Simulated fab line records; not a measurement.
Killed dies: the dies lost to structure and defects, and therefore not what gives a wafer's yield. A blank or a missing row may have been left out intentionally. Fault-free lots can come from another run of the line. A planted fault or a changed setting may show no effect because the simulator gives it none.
Matching of chambers	flow n5 finfet	N5_BEOL_M10_STRIP_36 on rie diel-03 has 3 sister chambers
The step strips in N2/H2. 14 wafers are shown with their chamber, then 4 later ones without.

## WAFERS WITH THEIR CHAMBER
wafer	chamber	drypump motor current A (A)	showerhead plenum p Torr (Torr)	throttle valve pct (%)
L081.1	1	6.4	2.48	23.32
L081.4	0	5.1	2.48	23.56
L081.6	0	5.1	2.48	23.57
L085.1	1	6.4	2.48	23.32
L085.4	0	5.1	2.48	23.62
L085.6	0	5.1	2.48	23.59
L087.3	1	6.3	2.48	23.35
L087.4	2	5.5	2.63	23.93
L087.6	1	6.3	2.48	23.30
L094.1	2	5.5	2.62	23.94
L094.4	1	6.4	2.47	23.34
L094.6	2	5.5	2.62	23.95
L093.3	2	5.5	2.62	23.92
L093.4	2	5.5	2.62	23.91

SIGNATURES (averages over the wafers above)
reading	chamber 0	chamber 1	chamber 2	scatter within a chamber
drypump motor current A	5.100	6.360	5.500	0.033
showerhead plenum p Torr	2.4800	2.4780	2.6220	0.00381
throttle valve pct	23.5850	23.3260	23.9300	0.0205
Rule: a wafer's distance from a chamber is the root of the sum, over the readings, of the square of ((its reading less the chamber's mean) divided by the reading's scatter). If the next closest chamber is less than 2 further off than the closest, the wafer can't be placed; otherwise it belongs to the closest. The scatter is the square root of a quotient: the sum, over the shown wafers, of each reading's squared deviation from its chamber's mean, divided by wafers minus chambers.

## WAFERS MISSING THEIR CHAMBER
wafer	drypump motor current A (A)	showerhead plenum p Torr (Torr)	throttle valve pct (%)
L096.1	5.1	2.48	23.57
L096.5	5.1	2.47	23.60
L097.1	6.3	2.47	23.37
L097.4	5.5	2.62	23.93

## CHAMBER TAKEN BY EACH
wafer	from the rows above	in truth
L096.1	0	0
L096.5	0	0
L097.1	1	1
L097.4	2	2
4 of 4 placed correctly. From these rows, 0 cannot be placed. Placed wrongly: 0.
